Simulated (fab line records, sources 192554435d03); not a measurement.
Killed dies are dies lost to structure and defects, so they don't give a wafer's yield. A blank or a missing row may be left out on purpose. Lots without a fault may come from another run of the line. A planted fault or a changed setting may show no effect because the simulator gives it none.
A struck lot beside a sound one | flow n5_finfet | 26 steps out of a route of 1938
Sound: wafers L551.1, L551.2, L551.3. Struck: wafers L561.2, L561.5, L561.6. The cause comes at the end.
At each step with rows: each side's tool, then ch and its chambers, then its first start. Under that, the readings that differ: sound wafers | struck wafers | difference of the means | sigmas: that difference in standard deviations of wafers without a fault.
alike: readings whose means differ by less than 2 such deviations, and words and numbers that are the same on both sides. not compared: withheld readings, readings that some wafer has no value for, bounds like >300 that may hide the same value, and numbers for which the record gives no deviation and whose values overlap.
The two part at a step that has a row with sigmas, a row that says differs or no value, or rows on one side only. Numbers that don't overlap but have no deviation are shown without sigmas and don't part them. A reading that every wafer of one side lacks parts them only if that side has two wafers or more.

first, 9 steps without rows for these wafers: N5_MOL_CONTACT_COAG_ANNEAL_112 (time 1800 s); N5_BEOL_M0_SAQP_PECVD_00 (deposits SiCN from 3MS/NH3, target thk 8 nm, time 14 s); N5_BEOL_M0_SAQP_ILD_DEP_01 (deposits SiOC from DEMS/O2, target thk 45.419 nm, time 8.7 s); N5_BEOL_M0_SAQP_HM_DEP_02 (deposits TiN, target thk 12 nm); N5_BEOL_M0_SAQP_PECVD_03 (deposits SiCN from 3MS/NH3, target thk 12 nm, time 21.1 s); N5_BEOL_M0_SAQP_PECVD_96 (deposits a-Si from SiH4/He, target thk 45 nm, time 45.2 s); N5_BEOL_M0_SAQP_PECVD_97 (deposits SiNx from SiH4/NH3/N2, target thk 23 nm, time 19.9 s); N5_BEOL_M0_SAQP_PECVD_04 (deposits a-Si from SiH4/He, target thk 60 nm, time 60.2 s); N5_BEOL_M0_SAQP_HM_DEP_111 (deposits SiO2 from SiH4/N2O, target thk 12 nm, time 7.2 s).
N5_BEOL_M0_SAQP_COAT_81: time 60 s, resist thk 100 nm.
  sound on litho_track-05 ch 0, day 6 01:49; struck on litho_track-05 ch 0, day 8 10:53
  reading                                       | sound                | struck               | difference | sigmas
  spin_speed_rpm (rpm)                          | 1500.4 1499.3 1499.8 | 1580.7 1580.9 1579.5 | +80.5      | +88
  model.SOC_of_BEOL_M0_SAQP_COAT_81.thk_nm (nm) | 100.8 100.4 100.2    | 97.6 97.2 97.6       | -3.0       |
  alike: exhaust_pa
then, 9 steps without rows for these wafers: N5_BEOL_M0_SAQP_COAT_82 (time 60 s, resist thk 30 nm); N5_BEOL_M0_SAQP_COAT_08 (resist thk 90 nm); N5_BEOL_M0_SAQP_EBR_10; N5_BEOL_M0_SAQP_SOFTBAKE_09 (time 60 s); N5_BEOL_M0_SAQP_EXPOSE_11 (exposes mask M0 CORE, target cd 42 nm); N5_BEOL_M0_SAQP_PEB_12 (peb time 60 s); N5_BEOL_M0_SAQP_DEVELOP_13 (develop time 30 s); N5_BEOL_M0_SAQP_DESCUM_19 (chemistry O2, time 7.9 s); N5_BEOL_M0_SAQP_ETCH_83 (etches SiARC in CF4, target depth 39 nm, time 65 s).
N5_BEOL_M0_SAQP_ETCH_84: etches SOC in N2/H2, target depth 100 nm, overetch 20 nm, time 150 s.
  sound on rie_diel-05 ch 0,2,3, day 6 02:14; struck on rie_diel-03 ch 0,1,3, day 8 11:26
  reading                  | sound             | struck            | difference | sigmas
  model.etch.depth_nm (nm) | 100.7 100.5 100.1 | 97.53 97.22 97.59 | -2.99      |
  alike: drypump_motor_current_A, oes_product_au, rf_fwd_power_W, rf_vpp_V, showerhead_plenum_p_Torr, throttle_valve_pct
  not compared: rf_hours_counter_h
then, 3 steps without rows for these wafers: N5_BEOL_M0_SAQP_STRIP_80 (strips in N2/H2); N5_BEOL_M0_SAQP_HM_OPEN_112 (chemistry CHF3/O2, target SiO2, stops on a-Si, target depth 12 nm, time 13.5 s); N5_BEOL_M0_SAQP_STRIP_113 (strips in CHF3/O2).
N5_BEOL_M0_SAQP_MANDREL_ETCH_20: etches a-Si in HBr/Cl2, stops on SiNx, target depth 60 nm, bt time 10 s, time 30 s.
  sound on rie_si-05 ch 0,1,2, day 6 02:26; struck on rie_si-06 ch 1,2, day 8 11:37
  reading                                       | sound          | struck         | difference | sigmas
  model.SOC_of_BEOL_M0_SAQP_COAT_81.thk_nm (nm) | 76.8 76.2 76.2 | 73.4 72.8 73.2 | -3.3       |
  alike: drypump_motor_current_A, mfc_cl2_sccm, oes_product_au, rf_fwd_power_W, throttle_valve_pct
  not compared: rf_hours_counter_h
then, 1 step without rows for these wafers: N5_BEOL_M0_SAQP_STRIP_86 (strips in N2/H2).
-- the record jumps here: 3 days lie between the struck wafers' starts before and after (it left off in module BEOL_M0_SAQP and takes up again in module BEOL_M4, whose first step shown is number 1111 of the route) --
N5_BEOL_M4_RC_MEAS_101:
  sound on prober-02 ch 0, day 8 11:58; struck on prober-01 ch 0, day 11 01:21
  alike: DIBL_N, DIBL_P, IOFF_N, IOFF_P, ION_N, ION_P, SS_N, SS_P, VT_N, VT_P

WHERE THEY PART
Only at N5_BEOL_M0_SAQP_COAT_81, within this record. Later steps at which nothing parts them and some readings are alike: N5_BEOL_M0_SAQP_ETCH_84, N5_BEOL_M0_SAQP_MANDREL_ETCH_20, N5_BEOL_M4_RC_MEAS_101.

WHY: what the simulator had put in
Process parameter drift: litho_track-05, from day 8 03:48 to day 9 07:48, at N5_BEOL_M0_SAQP_COAT_81. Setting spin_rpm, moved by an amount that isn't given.
